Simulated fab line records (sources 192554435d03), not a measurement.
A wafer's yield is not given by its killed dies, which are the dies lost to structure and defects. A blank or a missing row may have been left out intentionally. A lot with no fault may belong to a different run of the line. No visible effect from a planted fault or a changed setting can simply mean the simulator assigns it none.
Matching of chambers    flow n5 finfet    N5_BEOL_M0_SAQP_PECVD_00 on pecvd-01 has 3 sister chambers
The step deposits SiCN from 3MS/NH3, target thk 8 nm, time 14 s. 3 wafers are shown with their chamber, then 7 later ones without.

## EACH WAFER AND ITS CHAMBER
wafer   chamber  throttle valve pct (%)
L086.3  1        10.2
L091.4  0        9.0
L091.5  2        8.7

## WAFERS WITHOUT THEIR CHAMBER
wafer   throttle valve pct (%)
L091.6  10.1
L094.1  8.8
L094.3  8.6
L094.5  9.0
L097.2  8.8
L097.3  8.9
L097.5  8.8

## THE CHAMBER EACH PASSED THROUGH
wafer   from the rows above      in truth
L091.6  1                        1
L094.1  can't be placed: 2 or 0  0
L094.3  2                        2
L094.5  0                        0
L097.2  can't be placed: 2 or 0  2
L097.3  can't be placed: 0 or 2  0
L097.5  can't be placed: 2 or 0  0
3 of 7 placed correctly. Cannot be placed on the basis of these rows: 4; the candidates contain the true chamber in 4. Wrongly placed: 0.
How it was worked out, from the rows above alone: a wafer's distance from a chamber is the root of the sum, over the readings, of the square of ((its reading less the chamber's mean) divided by the reading's scatter). If the next closest chamber is less than 2 further off than the closest, the wafer can't be placed; otherwise it belongs to the closest. The mean given for a chamber averages the wafers shown for that chamber. The scatter: root of mean squared gap, hidden wafer to nearest shown wafer, with one shown wafer a chamber.
